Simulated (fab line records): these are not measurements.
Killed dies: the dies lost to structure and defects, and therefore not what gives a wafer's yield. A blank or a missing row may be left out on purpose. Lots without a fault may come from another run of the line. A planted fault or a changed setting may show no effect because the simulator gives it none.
Which tool did it? | flow nand harc | Sampling: 12 lots, 36 wafers, 6 of 1159 route steps

== WHAT THE GAUGES READ, wafer by wafer ==
NHARC_P_STI_INSPECT_11.
lot  | measured    | on                | raw defect count
L296 | day 2 13:42 | defect inspect-01 | 6 3 6
L298 | day 3 02:41 | defect inspect-01 | 7 5 9
L299 | day 3 02:50 | defect inspect-01 | 5 9 4
L308 | day 5 11:23 | defect inspect-01 | 4 6 4
L309 | day 5 18:50 | defect inspect-01 | 4 3 9
L311 | day 6 06:46 | defect inspect-02 | 5 5 3
L312 | day 6 10:58 | defect inspect-01 | 6 4 1
L313 | day 6 21:43 | defect inspect-02 | 4 3 4
L314 | day 6 21:53 | defect inspect-01 | 2 10 2
L315 | day 7 05:15 | defect inspect-02 | 5 4 2
L317 | day 7 17:04 | defect inspect-02 | 5 8 4
L319 | day 8 02:04 | defect inspect-02 | 2 7 5

NHARC_P_GATE_CD_MEAS_11: the cd target is 1640 nm.
lot  | measured    | on        | cd nm (nm)
L296 | day 4 03:05 | cd sem-03 | 1642.3 1642.7 1639.6
L298 | day 4 16:51 | cd sem-03 | - - -
L299 | day 4 16:41 | cd sem-03 | 1638.0 1639.6 1640.2
L308 | day 7 08:16 | cd sem-03 | 1639.4 1640.4 1640.4
L309 | day 7 08:18 | cd sem-01 | 1638.7 1639.4 1636.4
L311 | day 7 19:13 | cd sem-01 | 1638.2 1640.1 1638.8
L312 | day 7 19:15 | cd sem-02 | 1641.3 1641.6 1641.0
L313 | day 8 10:04 | cd sem-01 | 1640.9 1639.7 1642.7
L314 | day 8 10:13 | cd sem-01 | 1638.7 1639.3 1639.3
L315 | day 8 16:32 | cd sem-02 | 1642.3 1641.4 1640.9
L317 | day 9 06:28 | cd sem-03 | 1641.7 1639.0 1639.8
L319 | day 9 13:41 | cd sem-03 | 1641.0 1642.8 1641.9

NHARC_END_SORT_01.
lot  | measured     | on        | killed at array | killed at other | killed at periphery | killed dies | killed open | killed short
L298 | day 20 03:45 | prober-01 | 16 20 17        | 1 3 1           | 660 654 659         | 677 677 677 | 4 4 2       | 3 3 4

== WHAT TOOL EACH LOT RAN ON (gives the tool, then ch and the chambers of the sampled wafers, and finally the start) ==
lot  | NHARC_P_GATE_EXPOSE_08           | NHARC_P_GATE_HM_DEP_102       | NHARC_P_GATE_STRIP_108
L296 | krf scanner-01 ch 0, day 4 02:56 | acl dep-01 ch 0, day 4 15:23  | rie diel-11 ch 0,2,3, day 4 19:47
L298 | krf scanner-01 ch 0, day 4 16:41 | acl dep-03 ch 0, day 5 05:26  | rie diel-08 ch 1,3, day 5 07:42
L299 | krf scanner-03 ch 0, day 4 16:31 | acl dep-01 ch 0, day 5 05:18  | rie diel-08 ch 1,3, day 5 07:26
L308 | krf scanner-04 ch 0, day 7 08:07 | acl dep-03 ch 0, day 7 20:24  | rie diel-08 ch 0,1,2, day 7 23:11
L309 | krf scanner-04 ch 0, day 7 08:08 | acl dep-02 ch 0, day 7 21:23  | rie diel-08 ch 1,2,3, day 8 00:16
L311 | krf scanner-01 ch 0, day 7 19:04 | acl dep-03 ch 0, day 8 10:32  | rie diel-05 ch 1,3, day 8 12:46
L312 | krf scanner-01 ch 0, day 7 19:06 | acl dep-01 ch 0, day 8 10:47  | rie diel-05 ch 2,3, day 8 13:00
L313 | krf scanner-01 ch 0, day 8 09:55 | acl dep-03 ch 0, day 9 00:02  | rie diel-08 ch 1,2, day 9 02:18
L314 | krf scanner-04 ch 0, day 8 10:04 | acl dep-02 ch 0, day 8 23:41  | rie diel-08 ch 0,1,2, day 9 01:59
L315 | krf scanner-04 ch 0, day 8 16:23 | acl dep-01 ch 0, day 9 05:05  | rie diel-11 ch 2,3, day 9 07:06
L317 | krf scanner-04 ch 0, day 9 06:19 | acl dep-03 ch 0, day 9 20:11  | rie diel-05 ch 1,2, day 9 22:26
L319 | krf scanner-04 ch 0, day 9 13:31 | acl dep-03 ch 0, day 10 04:26 | rie diel-05 ch 0,1,2, day 10 06:37
- NHARC_P_GATE_EXPOSE_08: exposes mask P HV.
- NHARC_P_GATE_HM_DEP_102: deposits aC, target thk 120 nm.
- NHARC_P_GATE_STRIP_108: strips in O2.

== WHAT THE TOOLS THEMSELVES READ (means of the sampled wafers that have a number; where no wafer has one, the mark that the record gives instead) ==
NHARC_P_GATE_EXPOSE_08.
lot  | tool           | exposure dose mJ cm2 | focus offset nm (nm)
L296 | krf scanner-01 | 16.784               | -0.1
L298 | krf scanner-01 | 16.738               | -1.0
L299 | krf scanner-03 | 16.767               | -0.1
L308 | krf scanner-04 | 16.770               | 0.0
L309 | krf scanner-04 | 16.756               | -0.5
L311 | krf scanner-01 | 16.754               | 0.4
L312 | krf scanner-01 | 16.751               | 0.4
L313 | krf scanner-01 | 16.769               | 0.8
L314 | krf scanner-04 | 16.766               | 0.4
L315 | krf scanner-04 | 16.778               | -0.2
L317 | krf scanner-04 | 16.766               | 0.7
L319 | krf scanner-04 | 16.745               | 0.0

NHARC_P_GATE_HM_DEP_102.
lot  | tool       | throttle valve pct (%)
L296 | acl dep-01 | 35.006
L298 | acl dep-03 | 35.011
L299 | acl dep-01 | 34.986
L308 | acl dep-03 | 34.995
L309 | acl dep-02 | 35.006
L311 | acl dep-03 | 34.998
L312 | acl dep-01 | 35.002
L313 | acl dep-03 | 35.006
L314 | acl dep-02 | 34.995
L315 | acl dep-01 | 34.993
L317 | acl dep-03 | 35.002
L319 | acl dep-03 | 34.995

NHARC_P_GATE_STRIP_108.
lot  | tool        | drypump motor current A (A) | mfc ar sccm (sccm) | oes product au (a.u.) | rf vpp V (V) | showerhead plenum p Torr (Torr) | throttle valve pct (%)
L296 | rie diel-11 | 6.1                         | 0.019              | 0.990                 | 58.3         | 3.52                            | 17.030
L298 | rie diel-08 | 5.5                         | 0.019              | 0.993                 | 57.9         | 3.42                            | 17.043
L299 | rie diel-08 | 5.6                         | 0.022              | 0.994                 | 57.8         | 3.38                            | 17.038
L308 | rie diel-08 | 5.7                         | 0.010              | 0.989                 | 58.6         | 3.61                            | 17.031
L309 | rie diel-08 | 5.5                         | 0.014              | 0.995                 | 58.6         | 3.53                            | 17.040
L311 | rie diel-05 | 5.5                         | 0.006              | 0.994                 | 57.4         | 3.73                            | 17.039
L312 | rie diel-05 | 6.0                         | 0.011              | 0.998                 | 58.4         | 3.70                            | 17.039
L313 | rie diel-08 | 5.4                         | 0.008              | 0.993                 | 58.0         | 3.64                            | 17.037
L314 | rie diel-08 | 5.7                         | 0.010              | 0.999                 | 58.0         | 3.60                            | 17.028
L315 | rie diel-11 | 6.3                         | 0.029              | 0.998                 | 56.8         | 3.40                            | 17.031
L317 | rie diel-05 | 5.9                         | 0.015              | 1.004                 | 57.6         | 3.67                            | 17.033
L319 | rie diel-05 | 5.9                         | 0.017              | 1.005                 | 58.4         | 3.68                            | 17.037

== THE ANSWER, worked out from the rows above alone ==
Rule: usual is defined by the lots themselves. The widest of any qualifying gaps counts: lots, ordered by their means at a reading, are off when they make up no more than a third of the lots, leave a main group of 4 or more, and stand apart from it by 3 or more times the standard deviation of that group's means. If all means in a main group match to the digits the tables above print for the reading, that group is not used. A lot without any number at a reading at which 4 lots or more have one is off too. All remaining lots with rows at the step are treated as sound. The gauges are gone through in route order, then the tools' own readings, and for those a lot's mean is taken as printed above. At the first step where some lot is off, the reading lying furthest off is the one used; lots without a number count as furthest.
Off at NHARC_P_GATE_CD_MEAS_11 (cd nm): L298. Without a number there: L298. The main group has a mean of 1640.3 nm with a standard deviation of 1.2.
If a tool, at a process step before that reading, ran all the lots that are off and no sound lot after the first of them, it fits. Gauges at NHARC_P_GATE_CD_MEAS_11: tried the same way as those tools. Of those tried, none fits.

== WHAT HAD BEEN PUT IN BY THE SIMULATOR ==
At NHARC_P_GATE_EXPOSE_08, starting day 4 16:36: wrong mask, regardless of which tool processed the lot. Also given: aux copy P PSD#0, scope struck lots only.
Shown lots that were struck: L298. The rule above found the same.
